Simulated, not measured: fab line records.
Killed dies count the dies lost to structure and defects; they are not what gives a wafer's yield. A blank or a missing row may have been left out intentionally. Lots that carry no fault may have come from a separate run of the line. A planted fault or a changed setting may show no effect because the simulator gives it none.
fab line records ; flow nand_harc
record: lots: 5; wafers: 15; last_day: 33
route steps=1302 shown P_GATE@126 END@1302
lots that met no fault: from a run of the same line without faults
start_h: hours from the record's first day to the start of the lot's first wafer shown ; wait_h: time in hours since the lot's previous step ; " identical to the entry in the row above ; L1.1+2: one row covering several wafers at once ; - no value present, or no start provided ; * or withheld: withheld ; < > ~ a bound
route shown NAME@n: a module of which the file shows steps, and the number in the route of the first ; usual: mean/standard deviation of fault-free wafers ; same: alike in all rows ; chamber/n: place in a boat ; sites: readings site by site ; _std_site: how widely they spread, as a standard deviation ; _edge_site: inner sites' mean taken away from outer sites' mean ; radius_mm: how far each site lies from the wafer's centre ; mask NAME#n: copy n ; behind: the tool/chamber that last shaped the wafer ; hold: the reason the lot was held/the length of the hold in hours/how it ended ; device: the transistor (n, p or np) that didn't switch ; end of line: the route-end tests of the same wafers ; where a step has no rows: the recipe by itself ; killed: count of dies lost to structure and defects at first sort (not the wafer's yield) ; map: dies across one wafer; x = killed, . = not, _ = none there
set.NAME: setting as actually run; set.NAME@STEP: the setting as run at that earlier step ; model.NAME: the simulator's own value behind a step, which no gauge read
lots at some steps of the route; a table a step, a row a wafer
services: the hour from which a tool's chamber was out of use, counted from the record's first day as start_h (under 0 if before that day), plus the number of hours and why
== steps ==
step: NHARC_P_GATE_STRIP_15
recipe: time_s: 780; temp_c: 130; chemistry: SPM
step: NHARC_P_GATE_PRECLEAN_71
recipe: time_s: *; temp_c: 50; bath_age_min: 0; chemistry: SC1
step: NHARC_P_GATE_SRD_72
step: NHARC_P_GATE_OXIDE_16
recipe: target_thk_a: 30; temp_c: 875; ox_time_s: 392; material: SiO2
step: NHARC_P_GATE_CVD_17
recipe: target_thk_a: 1500; temp_c: 620; time_s: 900; material: poly-Si
step: NHARC_P_GATE_HM_DEP_102
recipe: target_thk_a: 1200; temp_c: 400; material: aC
usual: throttle_valve_pct: 34.999/0.01
lot.wafer;tool;chamber;start_h;wait_h;throttle_valve_pct
L138.1;acl_dep-01;0;154.95;1.8;35.025
L138.2;acl_dep-01;0;154.95;1.8;35.011
L138.6;acl_dep-01;0;154.95;1.8;35.021
L142.2;acl_dep-03;0;193.42;2.7;34.996
L142.4;acl_dep-03;0;193.42;2.7;34.993
L142.5;acl_dep-03;0;193.42;2.7;35.007
L152.1;acl_dep-03;0;297.09;3.2;35.002
L152.3;acl_dep-03;0;297.09;3.2;34.981
L152.5;acl_dep-03;0;297.09;3.2;34.997
L154.1;acl_dep-02;0;316.94;0.9;34.999
L154.2;acl_dep-02;0;316.94;0.9;34.989
L154.3;acl_dep-02;0;316.94;0.9;35.007
L155.1;acl_dep-02;0;324.03;0.4;35.001
L155.5;acl_dep-02;0;324.03;0.4;35.003
L155.6;acl_dep-02;0;324.03;0.4;35.002
step: NHARC_P_GATE_DEP_103
recipe: target_thk_a: 300; target_thk_nm: 30; temp_c: 400; flow_sccm: 200; rf_w: 350; material: SiON
usual: heater_power_w: 750/94
lot.wafer;tool;chamber;start_h;wait_h;heater_power_w
L138.2;pecvd-02;0;155.63;0.5;803
L138.1;pecvd-02;2;155.63;0.5;779
L138.6;pecvd-02;1;155.63;0.5;598
L142.2;pecvd-02;0;194.03;0.5;850
L142.4;pecvd-02;2;194.03;0.5;642
L142.5;pecvd-02;0;194.03;0.5;817
L152.3;pecvd-02;0;297.75;0.3;803
L152.1;pecvd-02;2;297.75;0.3;725
L152.5;pecvd-02;1;297.75;0.3;703
L154.2;pecvd-03;1;317.59;0.4;697
L154.1;pecvd-03;2;317.59;0.4;662
L154.3;pecvd-03;0;317.59;0.4;789
L155.1;pecvd-02;0;324.72;0.6;813
L155.5;pecvd-02;2;324.72;0.6;730
L155.6;pecvd-02;0;324.72;0.6;829
step: NHARC_P_GATE_DEHYDRATE_18
recipe: temp_c: 150; time_s: 120
step: NHARC_P_GATE_HMDS_19
recipe: time_s: 30
step: NHARC_P_GATE_COAT_20
recipe: spin_rpm: 1500; resist_thk_nm: 90
step: NHARC_P_GATE_SOFTBAKE_21
recipe: temp_c: 105; time_s: 55
step: NHARC_P_GATE_EBR_22
step: NHARC_P_GATE_EXPOSE_23
recipe: na: 1.35; target_cd_nm: 120; dose_mj: 93.91; mask_id: P_GATE
lot.wafer;tool;chamber;start_h;wait_h;mask
L138.1+2+6;arfi_scanner-02;0;156.16;-;P_GATE_R1#0
L142.2+4+5;arfi_scanner-01;0;194.49;-;P_GATE#0
L152.1+3+5;arfi_scanner-01;0;298.29;-;P_GATE#0
L154.1+2+3;arfi_scanner-02;0;318.00;-;P_GATE#0
L155.1+5+6;arfi_scanner-01;0;325.23;-;P_GATE#0
step: NHARC_P_GATE_PEB_24
recipe: peb_temp_c: 100; peb_time_s: 65
step: NHARC_P_GATE_DEVELOP_25
recipe: develop_time_s: 35; dev_temp_c: 23
step: NHARC_P_GATE_CD_MEAS_26
recipe: target_cd_nm: 120; landing_energy_ev: 500
usual: cd_nm: 120.1/0.65
lot.wafer;tool;chamber;start_h;wait_h;cd_nm
L138.1;cd_sem-01;0;156.30;-;104.3
L138.2;cd_sem-01;0;156.30;-;103.9
L138.6;cd_sem-01;0;156.30;-;104.1
L142.2;cd_sem-02;0;194.63;-;120.3
L142.4;cd_sem-02;0;194.63;-;120.1
L142.5;cd_sem-02;0;194.63;-;120.4
L152.1;cd_sem-03;0;298.43;-;119.5
L152.3;cd_sem-03;0;298.43;-;119.4
L152.5;cd_sem-03;0;298.43;-;119.8
L154.1;cd_sem-02;0;318.14;-;119.1
L154.2;cd_sem-02;0;318.14;-;119.0
L154.3;cd_sem-02;0;318.14;-;119.3
L155.1;cd_sem-03;0;325.37;-;120.7
L155.5;cd_sem-03;0;325.37;-;121.3
L155.6;cd_sem-03;0;325.37;-;120.8
step: NHARC_P_GATE_OVL_MEAS_27
usual: overlay_x_nm: -0.1/0.93; overlay_y_nm: 0.2/0.83
lot.wafer;tool;chamber;start_h;wait_h;overlay_x_nm;overlay_y_nm
L138.1;overlay-02;-;156.39;-;0.7;0.1
L138.2;overlay-02;-;156.39;-;1.0;0.5
L138.6;overlay-02;-;156.39;-;0.5;0.5
L142.2;overlay-02;-;194.71;-;-0.1;0.9
L142.4;overlay-02;-;194.71;-;-0.4;1.1
L142.5;overlay-02;-;194.71;-;-0.1;0.8
L152.1;overlay-01;-;298.52;-;-1.2;-0.2
L152.3;overlay-01;-;298.52;-;-0.5;-0.3
L152.5;overlay-01;-;298.52;-;-0.8;-0.2
L154.1;overlay-02;-;318.23;-;-0.6;-0.7
L154.2;overlay-02;-;318.23;-;-0.7;-0.7
L154.3;overlay-02;-;318.23;-;-0.8;-0.8
L155.1;overlay-02;-;325.46;-;-0.6;1.2
L155.5;overlay-02;-;325.46;-;-0.5;0.9
L155.6;overlay-02;-;325.46;-;-0.7;0.9
step: NHARC_P_GATE_INSPECT_28
usual: raw_defect_count: 6/3.2
lot.wafer;tool;chamber;start_h;wait_h;raw_defect_count
L138.1;defect_inspect-02;-;156.43;0.0;8
L138.2;defect_inspect-02;-;156.43;0.0;9
L138.6;defect_inspect-02;-;156.43;0.0;3
L142.2;defect_inspect-02;-;194.75;0.0;7
L142.4;defect_inspect-02;-;194.75;0.0;4
L142.5;defect_inspect-02;-;194.75;0.0;10
L152.1;defect_inspect-02;-;298.56;0.0;7
L152.3;defect_inspect-02;-;298.56;0.0;9
L152.5;defect_inspect-02;-;298.56;0.0;6
L154.1;defect_inspect-02;-;318.27;0.0;5
L154.2;defect_inspect-02;-;318.27;0.0;6
L154.3;defect_inspect-02;-;318.27;0.0;8
L155.1;defect_inspect-01;-;325.49;0.0;4
L155.5;defect_inspect-01;-;325.49;0.0;7
L155.6;defect_inspect-01;-;325.49;0.0;8
step: NHARC_P_GATE_DESCUM_31
recipe: time_s: 3; o2_flow_sccm: 200; ar_flow_sccm: 0; bias_power_w: 0; chemistry: O2
usual: drypump_motor_current_A: 5.7/0.45; oes_product_au: 1.000/0.0093; rf_vpp_V: 57.9/0.86; showerhead_plenum_p_Torr: 1.93/0.077; throttle_valve_pct: 11.311/0.009
same: bias_power_w: 0
lot.wafer;tool;chamber;start_h;wait_h;drypump_motor_current_A;oes_product_au;rf_hours_counter_h;rf_vpp_V;showerhead_plenum_p_Torr;throttle_valve_pct;model.P_GATE.cd_nm
L138.1;rie_diel-10;1;156.49;0.1;5.2;0.980;5;57.9;1.88;11.320;103.1
L138.2;rie_diel-10;2;156.49;0.1;5.4;0.998;5;58.9;2.02;11.332;103.5
L138.6;rie_diel-10;2;156.49;0.1;5.4;0.992;-;57.9;2.02;11.307;103.9
L142.4;rie_diel-04;3;194.81;0.1;5.9;0.999;0;56.0;1.91;11.319;119.4
L142.2;rie_diel-04;0;194.81;0.1;5.9;1.028;0;58.0;1.89;11.298;119.2
L142.5;rie_diel-04;0;194.81;0.1;5.9;1.022;-;55.0;1.89;11.305;119.1
L152.3;rie_diel-05;2;298.62;0.1;6.1;0.992;5;58.3;2.05;11.328;119.6
L152.1;rie_diel-05;0;298.62;0.1;5.5;1.000;3;58.5;1.88;11.305;118.4
L152.5;rie_diel-05;3;298.62;0.1;5.6;1.008;-;56.5;1.90;11.314;119.5
L154.2;rie_diel-10;3;318.33;0.1;6.1;0.996;2;58.2;2.01;11.319;119.3
L154.1;rie_diel-10;1;318.33;0.1;5.2;1.001;2;58.3;1.88;11.310;118.9
L154.3;rie_diel-10;2;318.33;0.1;5.4;1.011;2;57.9;2.01;11.307;118.5
L155.1;rie_diel-04;3;325.57;0.1;5.9;0.997;10;58.3;1.90;11.316;120.5
L155.6;rie_diel-04;1;325.57;0.1;4.9;1.005;-;57.9;1.83;11.325;120.9
L155.5;rie_diel-04;2;325.57;0.1;6.3;1.000;-;58.2;1.99;11.310;121.5
step: NHARC_P_GATE_ETCH_104
recipe: target_depth_a: 600; time_s: withheld; cf4_flow_sccm: 100; chf3_flow_sccm: 30; ar_flow_sccm: 0; rf_w: 500; bias_w: 200; chemistry: CF4/CHF3
usual: drypump_motor_current_A: 5.8/0.45; oes_product_au: 0.950/0.023; rf_vpp_V: 371.1/2.1; showerhead_plenum_p_Torr: 1.59/0.059; throttle_valve_pct: 16.803/0.0088
lot.wafer;tool;chamber;start_h;wait_h;drypump_motor_current_A;oes_product_au;rf_vpp_V;showerhead_plenum_p_Torr;throttle_valve_pct
L138.2;rie_diel-10;2;156.58;0.1;5.4;0.955;372.6;1.65;16.811
L138.1;rie_diel-10;0;156.58;0.1;5.4;0.962;366.5;1.48;16.820
L138.6;rie_diel-10;3;156.58;0.1;6.1;0.963;372.6;1.65;16.798
L142.4;rie_diel-04;1;194.89;0.1;4.9;0.985;369.3;1.51;16.804
L142.2;rie_diel-04;3;194.89;0.1;5.9;0.959;370.1;1.57;16.808
L142.5;rie_diel-04;1;194.89;0.1;4.9;0.974;369.4;1.51;16.807
L152.3;rie_diel-05;3;298.70;0.1;5.5;0.964;370.3;1.56;16.809
L152.1;rie_diel-05;1;298.70;0.1;6.6;0.978;371.2;1.61;16.791
L152.5;rie_diel-05;3;298.70;0.1;5.5;0.971;370.9;1.56;16.791
L154.2;rie_diel-10;1;318.41;0.1;5.2;0.924;368.5;1.54;16.804
L154.3;rie_diel-10;2;318.41;0.1;5.4;0.932;374.1;1.65;16.804
L154.1;rie_diel-10;3;318.41;0.1;6.0;0.920;371.9;1.65;16.792
L155.1;rie_diel-04;1;325.64;0.1;5.0;0.968;369.9;1.51;16.830
L155.5;rie_diel-04;0;325.64;0.1;6.0;0.986;369.9;1.55;16.815
L155.6;rie_diel-04;1;325.64;0.1;5.0;0.968;367.1;1.51;16.808
step: NHARC_P_GATE_HM_OPEN_105
recipe: target_depth_a: 3600; o2_flow_sccm: 400; cos_flow_sccm: 20; ar_flow_sccm: 0; rf_w: 500; bias_w: 300; chemistry: O2/COS
step: NHARC_P_GATE_STRIP_106
recipe: o2_flow_sccm: 400; cos_flow_sccm: 20; ar_flow_sccm: 0; bias_w: 0; chemistry: O2/COS
step: NHARC_P_GATE_ETCH_114
recipe: target_depth_a: 300; overetch_a: 30; time_s: 16.5; ion_energy_ev: 100; cf4_flow_sccm: 80; o2_flow_sccm: 20; ar_flow_sccm: 0; rf_w: 300; bias_w: 100; chemistry: CF4/O2
usual: drypump_motor_current_A: 5.8/0.44; oes_o_777_au: 1.000/0.0047; oes_product_au: 0.999/0.01; rf_vpp_V: 198.1/1.3; showerhead_plenum_p_Torr: 1.34/0.052; throttle_valve_pct: 13.397/0.009
lot.wafer;tool;chamber;start_h;wait_h;drypump_motor_current_A;oes_o_777_au;oes_product_au;rf_hours_counter_h;rf_vpp_V;showerhead_plenum_p_Torr;throttle_valve_pct
L138.2;rie_diel-10;3;-;-;6.0;1.002;0.995;4;198.5;1.41;13.398
L138.1;rie_diel-10;0;-;-;5.4;1.000;0.995;4;195.1;1.26;13.392
L138.6;rie_diel-10;2;-;-;5.4;0.989;0.986;-;201.4;1.41;13.401
L142.4;rie_diel-04;0;-;-;5.9;0.999;1.022;0;197.6;1.32;13.387
L142.2;rie_diel-04;2;-;-;6.4;0.999;1.002;0;198.3;1.39;13.395
L142.5;rie_diel-04;3;-;-;5.9;0.989;0.998;-;198.8;1.33;13.401
L152.1;rie_diel-05;1;-;-;6.5;1.004;1.000;4;198.6;1.37;13.402
L152.3;rie_diel-05;3;-;-;5.5;1.004;1.015;4;199.5;1.32;13.392
L152.5;rie_diel-05;1;-;-;6.5;1.002;0.999;-;197.9;1.36;13.395
L154.2;rie_diel-10;0;-;-;5.4;1.006;0.988;2;196.6;1.25;13.396
L154.1;rie_diel-10;2;-;-;5.4;1.008;1.002;2;199.6;1.40;13.395
L154.3;rie_diel-10;3;-;-;6.1;1.002;1.002;2;198.4;1.40;13.389
L155.1;rie_diel-04;1;-;-;4.9;1.001;1.012;9;195.9;1.28;13.386
L155.5;rie_diel-04;2;-;-;6.3;1.001;1.010;-;198.1;1.39;13.372
L155.6;rie_diel-04;3;-;-;5.9;1.003;0.995;-;198.2;1.33;13.410
step: NHARC_P_GATE_ETCH_32
recipe: target_depth_a: 1500; over_etch_frac: 1; over_etch_ion_energy_ev: 40; time_s: 100.1; hbr_flow_sccm: 150; cl2_flow_sccm: 50; rf_w: 400; icp_w: 400; bias_w: 100; chemistry: HBr/Cl2
usual: drypump_motor_current_A: 6.0/0.42; oes_product_au: 1.002/0.0089; throttle_valve_pct: 26.404/0.0099
lot.wafer;tool;chamber;start_h;wait_h;drypump_motor_current_A;oes_product_au;rf_hours_counter_h;throttle_valve_pct;model.P_GATE.cd_nm
L138.1;rie_si-02;3;156.98;-;6.2;1.004;0.2;26.400;99.66
L138.2;rie_si-02;0;156.98;-;5.1;0.988;0.2;26.398;105.3
L138.6;rie_si-02;2;156.98;-;5.7;1.013;-;26.417;103.5
L142.4;rie_si-06;0;195.30;-;6.6;1.007;0.7;26.405;115.8
L142.2;rie_si-06;1;195.30;-;6.0;1.009;0.7;26.419;122.7
L142.5;rie_si-06;2;195.30;-;5.7;0.990;-;26.392;118.2
L152.3;rie_si-02;0;299.08;-;5.0;0.998;0.1;26.393;122.6
L152.1;rie_si-02;2;299.08;-;5.7;1.006;0.1;26.412;119.4
L152.5;rie_si-02;1;299.08;-;6.5;1.018;-;26.406;121.3
L154.1;rie_si-02;2;318.79;-;5.8;0.992;0.2;26.412;121.5
L154.2;rie_si-02;3;318.79;-;6.2;1.006;0.2;26.411;118.7
L154.3;rie_si-02;1;318.79;-;6.5;1.006;0.2;26.410;121.8
L155.1;rie_si-06;3;326.04;-;5.9;1.006;0.5;26.404;118
L155.5;rie_si-06;1;326.04;-;6.0;1.009;-;26.401;119.7
L155.6;rie_si-06;2;326.04;-;5.7;1.001;-;26.404;117.2
step: NHARC_P_GATE_STRIP_108
recipe: o2_flow_sccm: 500; ar_flow_sccm: 0; bias_w: 0; chemistry: O2
usual: drypump_motor_current_A: 5.8/0.44; oes_product_au: 0.999/0.0091; rf_vpp_V: 58.0/0.92; showerhead_plenum_p_Torr: 3.58/0.13; throttle_valve_pct: 17.038/0.0086
lot.wafer;tool;chamber;start_h;wait_h;drypump_motor_current_A;oes_product_au;rf_hours_counter_h;rf_vpp_V;showerhead_plenum_p_Torr;throttle_valve_pct
L138.1;rie_diel-04;2;157.11;-;6.4;0.988;9;58.5;3.67;17.033
L138.2;rie_diel-04;1;157.11;-;5.0;1.015;8;58.8;3.39;17.049
L138.6;rie_diel-04;3;157.11;-;5.9;0.992;-;57.1;3.52;17.030
L142.4;rie_diel-04;1;195.43;-;5.0;1.001;0;58.4;3.39;17.033
L142.2;rie_diel-04;0;195.43;-;5.9;1.009;0;57.0;3.49;17.039
L142.5;rie_diel-04;2;195.43;-;6.3;1.013;-;58.1;3.67;17.032
L152.1;rie_diel-10;1;299.24;-;5.3;1.000;2;59.5;3.46;17.038
L152.3;rie_diel-10;2;299.24;-;5.4;1.007;2;59.4;3.70;17.043
L152.5;rie_diel-10;1;299.24;-;5.2;1.004;-;58.9;3.46;17.027
L154.1;rie_diel-10;3;318.95;-;6.1;0.991;2;58.0;3.70;17.049
L154.2;rie_diel-10;1;318.95;-;5.3;1.001;2;56.9;3.46;17.044
L154.3;rie_diel-10;2;318.95;-;5.4;1.008;2;57.8;3.70;17.030
L155.1;rie_diel-05;1;326.17;-;6.5;1.000;6;56.9;3.60;17.031
L155.6;rie_diel-05;1;326.17;-;6.5;1.002;-;58.1;3.60;17.033
L155.5;rie_diel-05;2;326.17;-;6.1;0.983;-;58.1;3.77;17.034
step: NHARC_END_SORT_01
recipe: temp_c: 25
usual: killed_at_array: 55/23; killed_at_other: 1.0/1.2; killed_at_periphery: 3.2/2.7; killed_dies: 59/23; killed_open: 3.1/1.6; killed_short: 2.2/1.5
same: gross_dies: 677
lot.wafer;tool;chamber;start_h;wait_h;killed_at_array;killed_at_other;killed_at_periphery;killed_dies;killed_open;killed_short
L138.1;prober-01;0;604.45;2.5;66;0;92;158;3;1
L138.2;prober-01;0;605.25;2.8;75;1;35;111;5;1
L138.6;prober-01;0;608.46;4.0;61;1;56;118;3;0
killed by level:class
L138.1 P_GATE:area_expose=84 A_CHANNEL_HOLE_D1:chamber_film_flake=31 A_CHANNEL_HOLE_D2:chamber_film_flake=27 P_M2:chamber_film_flake=5 A_M1:chamber_film_flake=3 P_M0:geometric_particle:open=1 A_SOURCE_PLATE:geometric_particle:open=1 A_CHANNEL_FILL_D1:geometric_particle:open=1
L138.2 A_CHANNEL_HOLE_D2:chamber_film_flake=35 A_CHANNEL_HOLE_D1:chamber_film_flake=32 P_GATE:area_expose=29 A_CHANNEL_HOLE_D1:geometric_particle:open=2 P_M2:chamber_film_flake=2 A_CONTACT:chamber_film_flake=2 P_GATE:geometric_particle:open=1 P_CONTACT:geometric_particle:open=1
L138.6 P_GATE:area_expose=51 A_CHANNEL_HOLE_D1:chamber_film_flake=23 A_CHANNEL_HOLE_D2:chamber_film_flake=23 A_CONTACT:chamber_film_flake=5 A_M1:chamber_film_flake=4 A_WL_FILL:geometric_particle:open=2 P_GATE:chamber_film_flake=2 P_M2:chamber_film_flake=2
map L138.1 (x killed, . not)
____________.____________
_________......._________
_______......x...._______
______.............______
_____.............x._____
____.................____
____..........x.x....____
___.............xx....___
___.x.......x..x......___
__....x...xx..x.xx.....__
__.....xx...x..xxx.....__
_........x.xxxxx........_
_.....xx...xxxxxxx.x...._
_....x....xxxxxxx.....x._
_.......x.x...xxxx...x.._
_......x.xxx.xxxx.x....._
.........xxx.xxxx........
......xx...xxxxxx........
......x.xx.x...x..x......
.........x...x.x..x.x...x
......xx.xxxxxx..x.......
_......x.xx..x.xx......._
_.....xxxx..xx.xxx.xx..._
_........x.x...x.x......_
_......x....xx.xx..x...._
_..........x.xxx.xx....._
__.........xxxx.x......__
__........x...xxx......__
___..........xxxx.x...___
___..........xx....x..___
____.....xxx..x.xx...____
____.......x.........____
_____........x.....x_____
______........x....______
_______..........._______
_________......._________
____________.____________
map L154.1 (x killed, . not)
____________.____________
_________......._________
_______..........._______
______.............______
_____.......x......x_____
____.................____
____...x.............____
___x..................___
___.....x.............___
__.....................__
__.....................__
_......................._
_................x......_
_......................._
_.x....................._
_......................._
..xx.....................
..x......................
....................x....
.........................
.....x.............x.....
_......................._
_......x...........x..x._
_...........x........x.x_
_......................._
_......................._
__............x........__
__..x.........x........__
___........xx..xx.....___
___........x.xxxx.....___
____.......xxxxx.....____
____..x....xxxxx.....____
_____.......xxxxx..._____
______.....xxxxxx..______
_______.x...xxxxx._______
_________...xxx._________
____________x____________
== services ==
tool;chamber;start_h;hours;kind
rie_diel-04;1;139.22;2.7;repair
arfi_scanner-02;-;140.00;4.0;pm
rie_diel-04;1;147.59;6.8;repair
pecvd-02;-;149.17;2.0;repair
arfi_scanner-01;-;161.11;0.9;repair
rie_diel-10;-;169.27;0.2;repair
rie_diel-04;-;177.95;9.0;pm
rie_diel-10;-;179.15;0.3;repair
pecvd-02;-;185.85;1.6;repair
pecvd-02;1;192.22;7.9;repair
rie_diel-04;1;203.98;4.9;repair
pecvd-02;-;227.39;13.0;pm
rie_diel-05;-;229.60;9.0;pm
rie_diel-10;0;236.19;6.3;repair
rie_si-02;3;239.60;42.5;repair
rie_diel-10;-;242.50;9.0;pm
acl_dep-02;-;242.60;13.0;pm
rie_si-06;-;249.00;9.0;pm
arfi_scanner-01;-;252.00;4.0;pm
rie_diel-10;2;258.04;8.0;repair
rie_si-02;-;277.00;9.0;pm
rie_diel-04;3;288.71;6.8;repair
arfi_scanner-01;-;296.02;1.7;repair
rie_diel-05;2;309.38;6.5;repair
== key ==
first_sign: step: NHARC_P_GATE_EXPOSE_23; reading: mask; direction: changed
effect: step: NHARC_P_GATE_CD_MEAS_26; reading: cd_nm; direction: down; sigmas: 25; usual: 120.1; struck: 104.1
effect: step: NHARC_END_SORT_01; reading: killed_at_periphery; direction: up; sigmas: 22; usual: 3.2; struck: 61
model_effect: step: NHARC_P_GATE_DESCUM_31; value: P_GATE.cd_nm; without: 119.8; struck: 103.5
model_effect: step: NHARC_P_GATE_ETCH_32; value: P_GATE.cd_nm; without: 119.1; struck: 102.8
more_kills_born_at: NHARC_P_GATE_EXPOSE_23@arfi_scanner-02: 164
met_at NHARC_P_GATE_EXPOSE_23
struck_wafers L138.1,L138.2,L138.6
tester_left_out L138
fault: kind: wrong_mask; tool: any; chamber: -; onset_h: 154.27; steps: NHARC_P_GATE_EXPOSE_23; aux_copy: P_GATE_R1#0; cd_offset_nm: -16.287; scope: struck_lots_only
tester_left_out: of these lots the tester's yield and bins aren't shown, on N5 and GAA mostly nor the transistor test; their killed dies are dies lost to structure and defects alone, not to doping, threshold or leakage, so they don't give the yield
